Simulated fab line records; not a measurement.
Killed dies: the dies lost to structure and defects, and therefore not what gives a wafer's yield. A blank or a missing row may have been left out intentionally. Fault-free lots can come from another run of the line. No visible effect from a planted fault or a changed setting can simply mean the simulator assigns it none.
Chamber matching -- flow n5Finfet -- 4 sister chambers for N5_SD_EPI_P_SD_RECESS_17 on rieSi-04
The step chemistry HBr/Cl2/O2, target depth 39.1 nm, bt time 3 s. 8 wafers are shown with their chamber, then 8 later ones without.

## EACH WAFER AND ITS CHAMBER
wafer,chamber,throttleValvePct (%),drypumpMotorCurrentA (A)
L084.5,0,37.50,5.7
L086.1,0,37.50,5.8
L086.4,1,36.75,6.1
L086.5,2,36.80,6.1
L088.1,3,37.03,5.5
L088.2,2,36.80,6.0
L088.6,1,36.76,6.1
L089.1,3,37.03,5.5

## WAFERS WHOSE CHAMBER IS MISSING
wafer,throttleValvePct (%),drypumpMotorCurrentA (A)
L089.2,36.80,6.1
L089.4,37.50,5.8
L090.1,37.05,5.5
L090.2,37.51,5.8
L090.3,36.74,6.1
L095.2,36.75,6.1
L095.3,37.51,5.8
L095.6,36.80,6.1

## EACH ONE'S CHAMBER
wafer,from the rows above,in truth
L089.2,2,2
L089.4,0,0
L090.1,3,3
L090.2,0,0
L090.3,1,1
L095.2,1,1
L095.3,0,0
L095.6,2,2
Correctly placed: 8 of 8. From these rows, 0 cannot be placed. 0 placed wrongly.
How it was worked out, from the rows above alone: a wafer's distance from a chamber is the root of the sum, over the readings, of the square of ((its reading less the chamber's mean) divided by the reading's scatter). The wafer belongs to the nearest chamber; if the next one is less than 2 further off, it can't be placed. Each chamber's mean is taken over the wafers shown for it. The scatter: the root of (the sum of the squares of (reading less its chamber's mean) over the shown wafers, divided by (wafers less chambers)).
